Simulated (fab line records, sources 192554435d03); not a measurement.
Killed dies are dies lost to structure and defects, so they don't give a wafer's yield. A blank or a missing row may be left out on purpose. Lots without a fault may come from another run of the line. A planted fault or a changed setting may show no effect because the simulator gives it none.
Chamber matching | flow n5_finfet | N5_PASSIVATION_PECVD_55 on pecvd-03: 3 sister chambers
The step deposits SiO2 from SiH4/N2O, target thk 400 nm, time 22.5 s. 6 wafers are shown with their chamber, then 7 later ones without.

WAFERS WITH THEIR CHAMBER
wafer  | chamber | throttle_valve_pct (%) | showerhead_plenum_p_Torr (Torr)
L085.5 | 1       | 55.0                   | 8.15
L087.2 | 2       | 48.2                   | 8.13
L087.3 | 1       | 54.9                   | 8.12
L087.4 | 0       | 52.1                   | 8.26
L091.1 | 2       | 48.3                   | 8.14
L091.2 | 0       | 52.1                   | 8.27

WAFERS WITHOUT THEIR CHAMBER
wafer  | throttle_valve_pct (%) | showerhead_plenum_p_Torr (Torr)
L091.5 | 52.0                   | 8.27
L093.1 | 54.9                   | 8.15
L093.2 | 52.0                   | 8.25
L093.3 | 48.4                   | 8.13
L097.1 | 54.8                   | 8.12
L097.3 | 54.9                   | 8.14
L097.6 | 55.0                   | 8.14

WHICH CHAMBER EACH WENT THROUGH
wafer  | from the rows above | in truth
L091.5 | 0                   | 0
L093.1 | 1                   | 1
L093.2 | 0                   | 0
L093.3 | 2                   | 2
L097.1 | 1                   | 1
L097.3 | 1                   | 1
L097.6 | 1                   | 1
Placed correctly: 7 of 7. Can't be placed from these rows: 0. Placed wrongly: 0.
How it was worked out, from the rows above alone: a wafer's distance from a chamber is the root of the sum, over the readings, of the square of ((its reading less the chamber's mean) divided by the reading's scatter). The wafer belongs to the nearest chamber; if the next one is less than 2 further off, it can't be placed. A chamber's mean is the mean of its shown wafers. The scatter: the root of (the sum of the squares of (reading less its chamber's mean) over the shown wafers, divided by (wafers less chambers)).
